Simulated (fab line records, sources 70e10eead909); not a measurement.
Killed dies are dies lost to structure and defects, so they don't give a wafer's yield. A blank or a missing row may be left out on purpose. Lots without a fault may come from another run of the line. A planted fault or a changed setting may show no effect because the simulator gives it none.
fab line records | flow nand_harc
record lots=6 wafers=18 last_day=34
route steps=1302 shown P_GATE@113 END@1302
lots that met no fault: from a run of the same line without faults
start_h: hours from the record's first day to the start of the lot's first wafer shown | wait_h: hours since the lot's step before | " the same as in the row above | L1.1+2: a row that stands for several wafers | - no value, or no start given | * or withheld: withheld | < > ~ a bound
route shown NAME@n: a module of which the file shows steps, and the number in the route of the first | usual: mean/standard deviation of fault-free wafers | same: alike in all rows | chamber/n: place in a boat | sites: the reading at each site | _std_site: their standard deviation | _edge_site: outer sites' mean less inner sites' | radius_mm: how far each site lies from the wafer's centre | mask NAME#n: copy n | behind: the tool/chamber that last shaped the wafer | hold: why the lot was held/for how many hours/how that ended | device: the transistor (n, p or np) that didn't switch | end of line: the same wafers' tests at the end of the route | a step without rows: its recipe alone | killed: dies lost to structure and defects at the first sort, not the wafer's yield | map: a wafer's dies, x killed, . not, _ none there
set.NAME: the setting as run; set.NAME@STEP: as run at that earlier step | model.NAME: the simulator's own value behind a step, which no gauge read
lots at some steps of the route; a table a step, a row a wafer
services: from which hour (start_h, from the record's first day; less than 0 if before it) a tool's chamber was out of use, for how many hours, and why
## steps
# step NHARC_P_GATE_OXIDE_02
# recipe target_thk_a=375 temp_c=950 p_h2o_torr=720 ox_time_s=365 material=SiO2
# step NHARC_P_GATE_DEHYDRATE_03
# recipe temp_c=150 time_s=120
# step NHARC_P_GATE_HMDS_04
# recipe time_s=30
# step NHARC_P_GATE_COAT_05
# recipe spin_rpm=4690
# step NHARC_P_GATE_SOFTBAKE_06
# recipe temp_c=122 time_s=95
# step NHARC_P_GATE_EBR_07
# step NHARC_P_GATE_EXPOSE_08
# recipe na=0.6 dose_mj=16.75 mask_id=P_HV
# step NHARC_P_GATE_PEB_09
# recipe peb_temp_c=118 peb_time_s=85
# step NHARC_P_GATE_DEVELOP_10
# recipe time_s=70
# step NHARC_P_GATE_CD_MEAS_11
# recipe target_cd_nm=1640 landing_energy_ev=500
# usual cd_nm=1640.6/1.3
# columns lot.wafer tool chamber start_h wait_h cd_nm
L779.1 cd_sem-02 0 84.69 - 1638.6
L779.2 " 0 " " 1638.4
L779.4 " 0 " " 1638.8
L783.2 cd_sem-01 0 121.78 - 1640.8
L783.3 " 0 " " 1641.0
L783.5 " 0 " " 1640.2
L785.4 cd_sem-02 0 139.96 - 1639.1
L785.5 " 0 " " 1639.8
L785.6 " 0 " " 1638.2
L798.1 cd_sem-01 0 272.18 - 1641.0
L798.4 " 0 " " 1641.5
L798.6 " 0 " " 1643.7
L802.1 cd_sem-01 0 309.91 - 1640.7
L802.2 " 0 " " 1638.6
L802.5 " 0 " " 1640.9
L801.1 cd_sem-01 0 333.65 - 1640.1
L801.4 " 0 " " 1640.8
L801.5 " 0 " " 1641.0
# step NHARC_P_GATE_HARDBAKE_12
# recipe temp_c=125 time_s=80
# step NHARC_P_GATE_DESCUM_13
# recipe time_s=3 o2_flow_sccm=200 ar_flow_sccm=0 bias_power_w=0 chemistry=O2
# usual drypump_motor_current_A=5.6/0.45 o2_flow_sccm=200.0/0.55 oes_product_au=1.001/0.0073 rf_vpp_V=57.6/0.94 showerhead_plenum_p_Torr=1.88/0.079 throttle_valve_pct=11.311/0.0095
# same bias_power_w=0 time_s=3
# columns lot.wafer tool chamber start_h wait_h drypump_motor_current_A o2_flow_sccm oes_product_au rf_hours_counter_h rf_vpp_V showerhead_plenum_p_Torr throttle_valve_pct
L779.2 rie_diel-08 2 84.86 - 6.0 199.3 1.005 3 56.8 1.81 11.294
L779.1 " 3 " " 6.2 199.7 1.001 3 57.3 1.90 11.324
L779.4 " 0 " " 5.4 200.4 1.003 3 57.6 1.96 11.306
L783.2 rie_diel-13 1 121.95 - 5.2 200.4 0.994 7 56.4 1.84 11.316
L783.3 " 3 " " 6.4 199.6 0.977 7 56.5 1.79 11.318
L783.5 " 0 " " 5.1 200.0 1.005 - 58.0 1.83 11.314
L785.4 rie_diel-06 1 140.13 - 6.4 200.1 0.997 0 57.6 1.82 11.307
L785.5 " 3 " " 5.5 200.6 1.002 - 58.5 1.79 11.321
L785.6 " 0 " " 5.4 199.4 1.003 - 58.5 1.81 11.309
L798.4 rie_diel-08 2 272.36 - 6.0 201.1 0.997 4 55.7 1.80 11.299
L798.1 " 3 " " 6.2 200.6 1.004 4 57.9 1.89 11.305
L798.6 " 2 " " 6.0 199.8 1.002 - 57.7 1.80 11.312
L802.1 rie_diel-08 0 310.07 - 5.4 199.7 1.001 7 57.9 1.96 11.298
L802.2 " 3 " " 6.2 198.5 1.006 6 57.9 1.89 11.311
L802.5 " 1 " " 5.4 200.4 1.000 - 58.1 2.00 11.297
L801.4 rie_diel-08 1 333.81 - 5.4 198.8 1.003 8 57.1 2.00 11.306
L801.1 " 2 " " 6.0 199.9 1.000 8 56.2 1.80 11.322
L801.5 " 1 " " 5.4 199.5 1.008 - 58.6 2.00 11.319
# step NHARC_P_GATE_ETCH_14
# recipe target_depth_a=488 chemistry=dHF material=SiO2
# columns lot.wafer tool chamber start_h wait_h
L779.4+2+1 wet_bench-01 5,6,7 84.99 0.1
L783.5+3+2 wet_bench-01 6,1,3 122.07 0.1
L785.4+5+6 wet_bench-01 2,6,7 140.25 0.1
L798.6+4+1 wet_bench-07 7,1,3 272.48 0.1
L802.2+5+1 wet_bench-09 2,6,7 310.21 0.1
L801.1+5+4 wet_bench-01 1,2,5 333.95 0.1
# step NHARC_P_GATE_STRIP_15
# recipe time_s=780 temp_c=130 chemistry=SPM
# step NHARC_P_GATE_PRECLEAN_71
# recipe time_s=* temp_c=50 bath_age_min=0 chemistry=SC1
# step NHARC_P_GATE_SRD_72
# step NHARC_P_GATE_OXIDE_16
# recipe target_thk_a=30 temp_c=875 ox_time_s=392 material=SiO2
# step NHARC_P_GATE_CVD_17
# recipe target_thk_a=1500 temp_c=620 time_s=900 material=poly-Si
# step NHARC_P_GATE_HM_DEP_102
# recipe target_thk_a=1200 temp_c=400 material=aC
# step NHARC_P_GATE_DEP_103
# recipe target_thk_a=300 target_thk_nm=30 temp_c=400 flow_sccm=200 rf_w=350 material=SiON
# usual heater_power_w=771/110
# columns lot.wafer tool chamber start_h wait_h heater_power_w
L779.2 pecvd-02 1 98.45 0.5 856
L779.1 " 2 " " 672
L779.4 " 1 " " 845
L783.3 pecvd-03 0 135.45 0.3 618
L783.2 " 2 " " 945
L783.5 " 2 " " 971
L785.4 pecvd-03 2 156.14 0.3 892
L785.6 " 0 " " 718
L785.5 " 1 " " 637
L798.1 pecvd-04 1 285.82 0.6 701
L798.6 " 0 " " 648
L798.4 " 2 " " 894
L802.2 pecvd-03 0 323.61 0.5 705
L802.1 " 1 " " 804
L802.5 " 0 " " 722
L801.1 pecvd-03 2 347.71 0.6 974
L801.5 " 2 " " 964
L801.4 " 0 " " 642
# step NHARC_P_GATE_DEHYDRATE_18
# recipe temp_c=150 time_s=120
# step NHARC_P_GATE_HMDS_19
# recipe time_s=30
# step NHARC_P_GATE_COAT_20
# recipe spin_rpm=1500 resist_thk_nm=90
# step NHARC_P_GATE_SOFTBAKE_21
# recipe temp_c=105 time_s=55
# step NHARC_P_GATE_EBR_22
# step NHARC_P_GATE_EXPOSE_23
# recipe na=1.35 target_cd_nm=120 dose_mj=93.91 mask_id=P_GATE
# step NHARC_P_GATE_PEB_24
# recipe peb_temp_c=100 peb_time_s=65
# step NHARC_P_GATE_DEVELOP_25
# recipe develop_time_s=35 dev_temp_c=23
# step NHARC_P_GATE_CD_MEAS_26
# recipe target_cd_nm=120 landing_energy_ev=500
# usual cd_nm=120.0/0.44
# columns lot.wafer tool chamber start_h wait_h cd_nm
L779.1 cd_sem-03 0 99.00 - 120.7
L779.2 " 0 " " 119.8
L779.4 " 0 " " 120.4
L783.2 cd_sem-02 0 136.00 - 120.4
L783.3 " 0 " " 120.6
L783.5 " 0 " " 120.8
L785.4 cd_sem-02 0 156.74 - 120.5
L785.5 " 0 " " 120.1
L785.6 " 0 " " 120.2
L798.1 cd_sem-01 0 286.47 - 119.6
L798.4 " 0 " " 120.4
L798.6 " 0 " " 120.3
L802.1 cd_sem-02 0 324.26 - 119.6
L802.2 " 0 " " 119.8
L802.5 " 0 " " 119.4
L801.1 cd_sem-02 0 348.38 - 120.5
L801.4 " 0 " " 120.5
L801.5 " 0 " " 120.5
# step NHARC_P_GATE_OVL_MEAS_27
# usual overlay_x_nm=0.1/0.67 overlay_y_nm=-0.1/0.79
# columns lot.wafer tool chamber start_h wait_h overlay_x_nm overlay_y_nm
L779.1 overlay-01 - 99.09 - 0.8 -0.1
L779.2 " - " " 1.5 -0.3
L779.4 " - " " 1.1 0.1
L783.2 overlay-02 - 136.08 - 0.2 0.4
L783.3 " - " " 0.3 0.2
L783.5 " - " " -0.2 0.9
L785.4 overlay-01 - 156.83 - 0.3 -0.3
L785.5 " - " " 0.4 -0.5
L785.6 " - " " 0.8 -0.5
L798.1 overlay-01 - 286.55 - 0.0 -0.1
L798.4 " - " " -0.5 -0.1
L798.6 " - " " -0.7 -0.4
L802.1 overlay-02 - 324.35 - 0.7 -0.7
L802.2 " - " " 0.8 -1.2
L802.5 " - " " 0.4 -0.5
L801.1 overlay-02 - 348.48 - -0.4 0.3
L801.4 " - " " 0.2 0.0
L801.5 " - " " 0.0 0.3
# step NHARC_P_GATE_INSPECT_28
# usual raw_defect_count=6/3.1
# columns lot.wafer tool chamber start_h wait_h raw_defect_count
L779.1 defect_inspect-02 - 99.13 0.0 4
L779.2 " - " " 2
L779.4 " - " " 6
L783.2 defect_inspect-02 - 136.12 0.0 280
L783.3 " - " " 302
L783.5 " - " " 299
L785.4 defect_inspect-01 - 156.86 0.0 322
L785.5 " - " " 296
L785.6 " - " " 312
L798.1 defect_inspect-02 - 286.59 0.0 5
L798.4 " - " " 5
L798.6 " - " " 9
L802.1 defect_inspect-01 - 324.39 0.0 7
L802.2 " - " " 2
L802.5 " - " " 3
L801.1 defect_inspect-02 - 348.51 0.0 5
L801.4 " - " " 7
L801.5 " - " " 3
# step NHARC_P_GATE_DESCUM_31
# recipe time_s=3 o2_flow_sccm=200 ar_flow_sccm=0 bias_power_w=0 chemistry=O2
# step NHARC_P_GATE_ETCH_104
# recipe target_depth_a=600 time_s=withheld cf4_flow_sccm=100 chf3_flow_sccm=30 ar_flow_sccm=0 rf_w=500 bias_w=200 chemistry=CF4/CHF3
# usual drypump_motor_current_A=5.6/0.49 oes_product_au=0.948/0.022 rf_vpp_V=369.7/2.2 showerhead_plenum_p_Torr=1.54/0.058 throttle_valve_pct=16.803/0.0088
# columns lot.wafer tool chamber start_h wait_h drypump_motor_current_A oes_product_au rf_vpp_V showerhead_plenum_p_Torr throttle_valve_pct
L779.1 rie_diel-06 3 99.28 0.1 5.5 0.972 366.5 1.47 16.809
L779.2 " 1 " " 6.4 0.971 368.8 1.50 16.813
L779.4 " 2 " " 5.0 0.970 371.7 1.61 16.819
L783.2 rie_diel-13 0 136.27 0.1 5.1 0.918 368.6 1.51 16.811
L783.3 " 3 " " 6.3 0.923 366.8 1.48 16.815
L783.5 " 0 " " 5.1 0.923 368.4 1.51 16.801
L785.4 rie_diel-13 3 157.01 0.1 6.3 0.976 367.0 1.48 16.793
L785.6 " 3 " " 6.4 0.982 366.7 1.48 16.809
L785.5 " 0 " " 5.1 0.981 369.0 1.51 16.808
L798.4 rie_diel-06 3 286.74 0.1 5.5 0.918 367.7 1.47 16.795
L798.1 " 0 " " 5.5 0.930 368.6 1.49 16.810
L798.6 " 3 " " 5.5 0.921 367.0 1.47 16.795
L802.1 rie_diel-13 3 324.54 0.1 6.3 0.951 366.1 1.48 16.804
L802.2 " 0 " " 5.1 0.986 368.5 1.51 16.792
L802.5 " 2 " " 5.0 0.967 370.3 1.58 16.796
L801.1 rie_diel-08 3 348.66 0.1 6.2 0.935 372.4 1.56 16.793
L801.4 " 1 " " 5.4 0.929 374.4 1.64 16.816
L801.5 " 3 " " 6.2 0.929 369.9 1.56 16.802
# step NHARC_P_GATE_HM_OPEN_105
# recipe target_depth_a=3600 o2_flow_sccm=400 cos_flow_sccm=20 ar_flow_sccm=0 rf_w=500 bias_w=300 chemistry=O2/COS
# step NHARC_P_GATE_STRIP_106
# recipe o2_flow_sccm=400 cos_flow_sccm=20 ar_flow_sccm=0 bias_w=0 chemistry=O2/COS
# step NHARC_P_GATE_ETCH_114
# recipe target_depth_a=300 overetch_a=30 time_s=16.5 ion_energy_ev=100 cf4_flow_sccm=80 o2_flow_sccm=20 ar_flow_sccm=0 rf_w=300 bias_w=100 chemistry=CF4/O2
# usual drypump_motor_current_A=5.6/0.49 o2_flow_sccm=20.00/0.054 oes_f_703_au=1.000/0.0047 oes_product_au=1.001/0.0068 rf_vpp_V=197.2/1.4 showerhead_plenum_p_Torr=1.31/0.051 throttle_valve_pct=13.398/0.0089
# same time_s=16.5
# columns lot.wafer tool chamber start_h wait_h drypump_motor_current_A o2_flow_sccm oes_f_703_au oes_product_au rf_hours_counter_h rf_vpp_V showerhead_plenum_p_Torr throttle_valve_pct
L779.1 rie_diel-06 0 - - 5.4 20.06 1.000 1.005 6.3 197.0 1.26 13.396
L779.4 " 1 " " 6.5 19.98 1.000 0.998 7.7 196.7 1.27 13.402
L779.2 " 2 " " 5.0 20.06 0.997 1.012 8.5 198.0 1.36 13.402
L783.2 rie_diel-13 0 - - 5.1 20.07 0.991 1.001 6.1 196.1 1.28 13.409
L783.3 " 1 " " 5.2 20.00 0.999 0.991 7.5 197.7 1.29 13.395
L783.5 " 0 " " 5.1 20.13 1.005 1.009 - 195.5 1.28 13.414
L785.4 rie_diel-13 0 - - 5.1 19.95 1.006 0.995 7.2 196.2 1.28 13.405
L785.5 " 0 " " 5.1 19.98 1.000 1.003 - 196.7 1.28 13.405
L785.6 " 1 " " 5.2 20.08 1.004 0.991 - 195.8 1.29 13.397
L798.4 rie_diel-06 2 - - 5.0 20.01 0.993 1.005 11.3 198.8 1.36 13.385
L798.1 " 3 " " 5.5 19.98 1.006 1.010 8.3 196.8 1.25 13.393
L798.6 " 1 " " 6.4 20.00 1.001 1.006 - 195.6 1.27 13.388
L802.2 rie_diel-13 2 - - 5.0 19.99 1.007 1.004 4.2 198.4 1.34 13.376
L802.1 " 0 " " 5.1 19.95 0.997 0.995 5.0 198.4 1.28 13.383
L802.5 " 2 " " 5.0 20.01 0.996 1.002 - 197.5 1.34 13.403
L801.4 rie_diel-08 0 - - 5.4 19.99 0.995 0.995 8.9 198.2 1.36 13.393
L801.1 " 1 " " 5.4 19.99 1.002 0.993 8.5 198.6 1.40 13.391
L801.5 " 1 " " 5.4 20.04 1.003 1.011 - 199.3 1.40 13.389
# step NHARC_P_GATE_ETCH_32
# recipe target_depth_a=1500 over_etch_frac=1 over_etch_ion_energy_ev=40 time_s=100.1 hbr_flow_sccm=150 cl2_flow_sccm=50 rf_w=400 icp_w=400 bias_w=100 chemistry=HBr/Cl2
# step NHARC_P_GATE_STRIP_108
# recipe o2_flow_sccm=500 ar_flow_sccm=0 bias_w=0 chemistry=O2
# usual drypump_motor_current_A=5.6/0.49 o2_flow_sccm=500.1/1.6 oes_product_au=1.002/0.0072 rf_vpp_V=57.6/0.84 showerhead_plenum_p_Torr=3.45/0.13 throttle_valve_pct=17.036/0.0093
# columns lot.wafer tool chamber start_h wait_h drypump_motor_current_A o2_flow_sccm oes_product_au rf_hours_counter_h rf_vpp_V showerhead_plenum_p_Torr throttle_valve_pct
L779.1 rie_diel-06 0 99.83 - 5.5 501.8 1.009 6.3 57.6 3.34 17.041
L779.2 " 1 " " 6.4 500.9 0.996 7.7 59.0 3.36 17.028
L779.4 " 2 " " 5.0 500.0 1.010 8.5 58.1 3.60 17.040
L783.3 rie_diel-08 0 136.84 - 5.4 499.5 1.001 5.8 58.4 3.61 17.038
L783.2 " 1 " " 5.4 496.0 1.007 6.2 57.9 3.69 17.051
L783.5 " 1 " " 5.4 499.3 0.993 - 57.7 3.69 17.034
L785.5 rie_diel-06 2 157.61 - 5.0 501.8 1.009 - 57.9 3.60 17.039
L785.4 " 0 " " 5.4 502.0 1.003 - 58.3 3.34 17.028
L785.6 " 1 " " 6.5 498.8 1.002 - 56.8 3.36 17.029
L798.1 rie_diel-06 2 287.27 - 5.0 500.5 0.996 11.3 55.7 3.60 17.018
L798.4 " 0 " " 5.5 499.9 1.015 11.0 56.7 3.34 17.042
L798.6 " 3 " " 5.5 498.4 1.003 - 56.9 3.30 17.038
L802.1 rie_diel-08 2 325.10 - 6.0 500.1 1.012 8.1 56.3 3.34 17.039
L802.2 " 3 " " 6.2 501.0 1.013 8.1 57.8 3.49 17.028
L802.5 " 2 " " 6.0 501.0 1.003 - 56.4 3.34 17.035
L801.4 rie_diel-06 2 349.20 - 5.0 503.4 1.006 2.6 57.6 3.60 17.030
L801.1 " 0 " " 5.4 501.3 1.004 2.3 57.7 3.33 17.028
L801.5 " 2 " " 5.0 504.2 1.004 - 57.8 3.60 17.023
# step NHARC_P_GATE_CD_MEAS_33
# usual cd_nm=120.5/1.9
# columns lot.wafer tool chamber start_h wait_h cd_nm
L779.1 cd_sem-03 - 99.99 - 118.7
L779.2 " - " " 120.3
L779.4 " - " " 124.2
L783.2 cd_sem-01 - 137.02 - 119.5
L783.3 " - " " 121.0
L783.5 " - " " 121.2
L785.4 cd_sem-03 - 157.76 0.1 119.5
L785.5 " - " " 120.2
L785.6 " - " " 119.3
L798.1 cd_sem-02 - 287.45 - 122.6
L798.4 " - " " 122.7
L798.6 " - " " 123.1
L802.1 cd_sem-01 - 325.28 - 117.0
L802.2 " - " " 116.8
L802.5 " - " " 116.4
L801.1 cd_sem-01 - 349.37 - 122.1
L801.4 " - " " 122.3
L801.5 " - " " 123.4
# step NHARC_P_GATE_STRIP_35
# recipe time_s=600 temp_c=130 chemistry=SPM
# step NHARC_P_GATE_PRECLEAN_73
# recipe time_s=* temp_c=50 bath_age_min=0 chemistry=SC1
# step NHARC_P_GATE_SRD_74
# step NHARC_P_GATE_INSPECT_68
# usual raw_defect_count=206/100
# columns lot.wafer tool chamber start_h wait_h raw_defect_count
L779.1 defect_inspect-02 - 117.73 0.2 199
L779.2 " - " " 285
L779.4 " - " " 224
L783.2 defect_inspect-01 - 156.56 0.1 632
L783.3 " - " " 780
L783.5 " - " " 927
L785.4 defect_inspect-01 - 174.98 0.1 491
L785.5 " - " " 380
L785.6 " - " " 473
L798.1 defect_inspect-02 - 304.65 0.2 209
L798.4 " - " " 178
L798.6 " - " " 230
L802.1 defect_inspect-01 - 343.13 0.2 154
L802.2 " - " " 123
L802.5 " - " " 135
L801.1 defect_inspect-02 - 368.72 0.2 108
L801.4 " - " " 234
L801.5 " - " " 120
# step NHARC_END_SORT_01
# recipe temp_c=25
# usual killed_at_array=58/15 killed_at_other=0.8/1.2 killed_at_periphery=3.5/2.5 killed_dies=62/15 killed_open=3.2/1.7 killed_short=2.4/1.5
# same gross_dies=677
# columns lot.wafer tool chamber start_h wait_h killed_at_array killed_at_other killed_at_periphery killed_dies killed_open killed_short
L783.2 prober-02 0 595.95 2.8 73 2 57 132 2 3
L783.3 prober-02 0 596.76 3.1 84 0 78 162 5 3
L783.5 prober-02 0 598.36 3.7 73 2 79 154 3 2
L785.4 prober-02 0 633.99 3.4 45 0 75 120 3 1
L785.5 prober-02 0 634.79 3.7 49 0 71 120 2 1
L785.6 prober-02 0 635.60 4.0 49 2 50 101 3 1
# killed by level:class
L783.2 P_GATE:unspecified=56 A_CHANNEL_HOLE_D1:chamber_film_flake=28 A_CHANNEL_HOLE_D2:chamber_film_flake=26 A_SLIT:chamber_film_flake=11 A_CONTACT:chamber_film_flake=2 THIN_TSV:chamber_film_flake=2 P_M0:geometric_particle:short=1 A_SOURCE_PLATE:geometric_particle:short=1
L783.3 P_GATE:unspecified=70 A_CHANNEL_HOLE_D2:chamber_film_flake=30 A_CHANNEL_HOLE_D1:chamber_film_flake=29 A_SLIT:chamber_film_flake=18 A_CONTACT:chamber_film_flake=3 P_GATE:geometric_particle:open=2 A_CHANNEL_FILL_D1:chamber_film_flake=2 P_GATE:geometric_particle:short=1
L783.5 P_GATE:unspecified=74 A_SLIT:chamber_film_flake=24 A_CHANNEL_HOLE_D2:chamber_film_flake=22 A_CHANNEL_HOLE_D1:chamber_film_flake=19 P_ZERO_WELL:chamber_film_flake=2 A_DECK1_JOINT:chamber_film_flake=2 A_STAIRCASE:chamber_film_flake=2 THIN_TSV:chamber_film_flake=2
L785.4 P_GATE:unspecified=73 A_SLIT:chamber_film_flake=28 A_CONTACT:chamber_film_flake=4 A_CHANNEL_HOLE_D2:chamber_film_flake=4 A_CHANNEL_HOLE_D1:chamber_film_flake=2 A_STAIRCASE:chamber_film_flake=2 A_ONON_D1:geometric_particle:open=1 A_ONON_D1:geometric_particle:short=1
L785.5 P_GATE:unspecified=68 A_SLIT:chamber_film_flake=30 A_CHANNEL_HOLE_D2:chamber_film_flake=8 A_CHANNEL_HOLE_D1:chamber_film_flake=5 A_CONTACT:chamber_film_flake=4 P_GATE:chamber_film_flake=2 P_CONTACT:geometric_particle:open=1 A_WL_FILL:geometric_particle:short=1
L785.6 P_GATE:unspecified=49 A_SLIT:chamber_film_flake=28 A_CONTACT:chamber_film_flake=8 A_CHANNEL_HOLE_D2:chamber_film_flake=5 A_CHANNEL_HOLE_D1:chamber_film_flake=2 A_WL_FILL:chamber_film_flake=2 A_CHANNEL_FILL_D1:geometric_particle:short=1 A_BLC:geometric_particle:open=1
# map L783.3 (x killed, . not)
____________.____________
_________......._________
_______..........._______
______......x......______
_____..............._____
____........x........____
____.................____
___...................___
___........x.x........___
__.........xxx.x....x..__
__...........xx..x.....__
_...x......x.xx....x...x_
_.......x..x.xx........._
_......xx.x.xx.x........_
_........xxxxxx........._
_.....x..xxxxxx........._
.......xxxxxxxxx.........
x.......xxxxxxxx.........
.......xxxxxxxx..........
.......xxxxxxxx..........
.x......xxxxxxx..........
_.......x.xxxxx........._
_.......xxxxxx.........._
_.......x..xxx.........._
_.......xxxxxx.........._
_......xxxxxxx.........._
__.......xxxx..........__
__.....xxxxxxx.........__
___....xxxxxxx........___
___..x.xxxxxxx........___
____...xxxxxxxx......____
____....xxxxx........____
_____....xxx..x....._____
______.x.xxx.xx....______
_______....x......_______
_________......._________
____________.____________
# map L785.4 (x killed, . not)
____________.____________
_________......._________
_______..........._______
______x............______
_____..............._____
____.................____
____.......x.........____
___.....x............x___
___......x............___
__....x....xxxx........__
__.........xxxxx.......__
_...........xxxx........_
_..........x.x.........._
_...x.x....xxxx.x......._
_............xxxx.x....._
_..........x.xx........._
.........................
............x............
.................xx......
.............x..x........
...............xxxx......
_............xxxxxx....._
_...........xxxxxxxxx..._
_.............xxxxxx...._
_.......x...xxxxxxxxxx.._
_..........xxxxxxxxx...._
__........x..xxxxxxxx..__
__.........xxxxxxxxxx..__
___........xx.xxxx.x..___
___..........xxxx.....___
____............x....____
____...........x.x...____
_____.x............._____
______.............______
_______..........._______
_________......._________
____________.____________
## services
# columns tool chamber start_h hours kind
rie_diel-08 0 61.95 3.9 repair
rie_diel-06 0 65.10 11.4 repair
pecvd-02 1 70.30 9.6 repair
pecvd-02 0 81.44 5.2 repair
pecvd-02 2 86.39 3.6 repair
pecvd-04 - 88.00 13.0 pm
wet_bench-01 - 101.60 8.0 pm
rie_diel-06 - 126.38 0.3 repair
rie_diel-06 - 130.20 9.0 pm
pecvd-04 - 137.80 0.7 repair
rie_diel-06 3 141.87 29.6 repair
rie_diel-13 - 165.00 9.0 pm
pecvd-03 - 185.11 13.0 pm
rie_diel-08 - 190.80 9.0 pm
rie_diel-08 1 205.62 5.8 repair
wet_bench-01 - 241.17 2.0 repair
rie_diel-13 - 245.28 73.8 repair
wet_bench-01 - 277.60 8.0 pm
rie_diel-06 - 307.20 9.0 pm
rie_diel-08 - 310.86 0.7 repair
wet_bench-01 - 313.95 7.0 repair
rie_diel-08 1 322.57 2.4 repair
rie_diel-08 1 341.79 3.7 repair
rie_diel-13 - 342.00 9.0 pm
## key
first_sign step=NHARC_P_GATE_INSPECT_28 reading=raw_defect_count direction=up sigmas=95 usual=6 struck=302
effect step=NHARC_P_GATE_INSPECT_68 reading=raw_defect_count direction=up sigmas=3.9 usual=206 struck=614
effect step=NHARC_END_SORT_01 reading=killed_at_periphery direction=up sigmas=26 usual=3.5 struck=68.3
more_kills_born_at NHARC_P_GATE_ETCH_14@wet_bench-01=390
met_at NHARC_P_GATE_ETCH_14
struck_wafers L783.2,L783.3,L783.5,L785.4,L785.5,L785.6
tester_left_out L783,L785
onset_between 84.99 122.07
fault kind=chamber_particle_source tool=wet_bench-01 chamber=- onset_h=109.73 steps=NHARC_P_GATE_ETCH_14 rate_per_visit_cm2=0.46447 end_h=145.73
# tester_left_out: of these lots the tester's yield and bins aren't shown, on N5 and GAA mostly nor the transistor test; their killed dies are dies lost to structure and defects alone, not to doping, threshold or leakage, so they don't give the yield
